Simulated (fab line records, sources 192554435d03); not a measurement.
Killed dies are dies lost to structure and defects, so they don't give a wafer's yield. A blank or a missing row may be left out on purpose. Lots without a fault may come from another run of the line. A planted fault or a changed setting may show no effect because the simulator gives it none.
A struck lot beside a sound one | flow n5_finfet | 16 steps out of a route of 1938
Sound: wafers L928.1, L928.3, L928.6. Struck: wafer L922.2. (L922.1, L922.6 of the same lot were not struck and are left out.) The cause comes at the end.
At each step with rows: each side's tool, then ch and its chambers, then its first start. Under that, the readings that differ: sound wafers | struck wafers | difference of the means | sigmas: that difference in standard deviations of wafers without a fault.
alike: readings whose means differ by less than 2 such deviations, and words and numbers that are the same on both sides. not compared: withheld readings, readings that some wafer has no value for, bounds like >300 that may hide the same value, and numbers for which the record gives no deviation and whose values overlap.
The two part at a step that has a row with sigmas, a row that says differs or no value, or rows on one side only. Numbers that don't overlap but have no deviation are shown without sigmas and don't part them. A reading that every wafer of one side lacks parts them only if that side has two wafers or more.

first, 8 steps without rows for these wafers: N5_BEOL_M1_COAT_68 (time 60 s, resist thk 12 nm); N5_BEOL_M1_COAT_76 (time 60 s, resist thk 5 nm); N5_BEOL_M1_COAT_22 (resist thk 30 nm); N5_BEOL_M1_EBR_24; N5_BEOL_M1_SOFTBAKE_23 (time 60 s); N5_BEOL_M1_EXPOSE_25 (exposes mask V0, defocus 5 nm, target cd 24 nm); N5_BEOL_M1_PEB_26 (peb time 60 s); N5_BEOL_M1_DEVELOP_27 (develop time 30 s).
N5_BEOL_M1_CD_MEAS_28: target cd y 23.3 nm.
  sound on cd_sem-03 ch 0, day 11 07:27; struck on cd_sem-02 ch 0, day 10 06:41
  alike: cd_nm
N5_BEOL_M1_OVL_MEAS_29:
  sound on overlay-02 ch 0, day 11 07:29; struck on overlay-01 ch 0, day 10 06:43
  alike: V0_OVL
N5_BEOL_M1_INSPECT_30: inspects for defects (brightfield).
  sound on defect_inspect-02, day 11 07:32; struck on defect_inspect-01, day 10 06:47
  alike: raw_defect_count
N5_BEOL_M1_DESCUM_33: chemistry O2, time 7 s.
  sound on rie_diel-03 ch 1,2, day 11 07:34; struck on rie_diel-01 ch 3, day 10 06:49
  alike: drypump_motor_current_A, oes_product_au, rf_vpp_V, showerhead_plenum_p_Torr, throttle_valve_pct
  not compared: rf_hours_counter_h
N5_BEOL_M1_ETCH_77: etches underlayer in N2/H2, target depth 6.5 nm, time 5.2 s.
  sound on rie_diel-03 ch 1,2, day 11 07:36; struck on rie_diel-01 ch 3, day 10 06:51
  reading                     | sound             | struck | difference | sigmas
  drypump_motor_current_A (A) | 5.2 6.0 5.2       | 6.3    | +0.8       | +2
  etch_rf_on_time_s (s)       | 5.33 5.34 5.31    | 6.54   | +1.21      | +11
  rf_fwd_power_W (W)          | 820.1 817.3 824.3 | 617.8  | -202.8     | -78
  rf_vpp_V (V)                | 520 527 521       | 569    | +46        | +15
  alike: oes_product_au, showerhead_plenum_p_Torr, throttle_valve_pct
  not compared: rf_hours_counter_h
N5_BEOL_M1_ETCH_69: etches SiARC in CF4, target depth 15.6 nm, time 26 s.
  sound on rie_diel-03 ch 1,2, day 11 07:37; struck on rie_diel-01 ch 3, day 10 06:52
  alike: drypump_motor_current_A, etch_rf_on_time_s, oes_product_au, rf_fwd_power_W, rf_vpp_V, showerhead_plenum_p_Torr, throttle_valve_pct
  not compared: rf_hours_counter_h
N5_BEOL_M4_RC_MEAS_101:
  sound on prober-02 ch 0, day 13 05:02; struck on prober-01 ch 0, day 11 17:05
  reading        | sound          | struck | difference | sigmas
  DIBL_P (mV/V)  | 32.4 33.8 33.3 | 37.9   | +4.7       | +2
  IOFF_N (nA/um) | 0.11 0.13 0.13 | 0.20   | +0.08      | +2
  IOFF_P (nA/um) | 0.16 0.19 0.17 | 0.27   | +0.10      | +3
  ION_N (uA/um)  | 653 654 659    | 681    | +26        | +2
  ION_P (uA/um)  | 450 453 451    | 470    | +19        | +3
  VT_N (mV)      | 255 253 255    | 247    | -7         | -2
  alike: DIBL_N, SS_N, SS_P, VT_P
-- the record jumps here: 4 days lie between the struck wafers' starts before and after (it left off in module BEOL_M4 and takes up again in module PASSIVATION, whose first step shown is number 1936 of the route) --
N5_PASSIVATION_PROBE_49:
  the record has rows for the struck wafers here (prober-02, day 16 01:03) and none for the sound ones

WHERE THEY PART
First at N5_BEOL_M1_ETCH_77; last, within this record, at N5_PASSIVATION_PROBE_49.

WHY: what the simulator had put in
Process parameter drift: rie_diel-01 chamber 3, from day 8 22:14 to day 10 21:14, at N5_BEOL_M1_ETCH_77. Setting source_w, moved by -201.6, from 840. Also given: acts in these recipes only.
